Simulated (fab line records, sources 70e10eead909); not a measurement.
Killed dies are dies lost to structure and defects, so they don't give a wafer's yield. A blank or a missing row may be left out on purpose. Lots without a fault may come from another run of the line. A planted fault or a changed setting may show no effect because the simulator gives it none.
Chamber matching | flow nand_harc | NHARC_A_BLC_CMP_25 on cmp-01: 4 sister chambers
The step polishes, t overpolish 30 s, target thk 150 nm. 8 wafers are shown with their chamber, then 11 later ones without.

WAFERS WITH THEIR CHAMBER
wafer  | chamber | motor_current_A (A) | time_to_endpoint_s (s)
L085.3 | 2       | 11.2                | 31
L087.4 | 0       | 9.9                 | 36
L087.6 | 3       | 13.0                | 36
L089.4 | 0       | 10.6                | 33
L089.5 | 2       | 10.3                | 27
L090.3 | 3       | 13.2                | 38
L090.5 | 1       | 14.1                | 29
L091.3 | 1       | 14.6                | 29

WAFERS WITHOUT THEIR CHAMBER
wafer  | motor_current_A (A) | time_to_endpoint_s (s)
L091.4 | 12.6                | 37
L091.5 | 10.4                | 34
L094.1 | 14.3                | 31
L094.3 | 12.5                | 36
L094.4 | 10.4                | 35
L096.1 | 13.7                | 31
L096.2 | 12.8                | 39
L096.4 | 10.7                | 39
L096.3 | 10.7                | 36
L096.5 | 10.9                | 34
L096.6 | 14.0                | 32

WHICH CHAMBER EACH WENT THROUGH
wafer  | from the rows above     | in truth
L091.4 | 3                       | 3
L091.5 | 0                       | 0
L094.1 | 1                       | 1
L094.3 | 3                       | 3
L094.4 | 0                       | 0
L096.1 | can't be placed: 1 or 3 | 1
L096.2 | 3                       | 3
L096.4 | 0                       | 0
L096.3 | 0                       | 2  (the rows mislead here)
L096.5 | can't be placed: 0 or 2 | 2
L096.6 | can't be placed: 1 or 3 | 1
Placed correctly: 7 of 11. Can't be placed from these rows: 3 (the true chamber is among the candidates in 3). Placed wrongly: 1.
How it was worked out, from the rows above alone: a wafer's distance from a chamber is the root of the sum, over the readings, of the square of ((its reading less the chamber's mean) divided by the reading's scatter). The wafer belongs to the nearest chamber; if the next one is less than 2 further off, it can't be placed. A chamber's mean is the mean of its shown wafers. The scatter: the root of (the sum of the squares of (reading less its chamber's mean) over the shown wafers, divided by (wafers less chambers)).
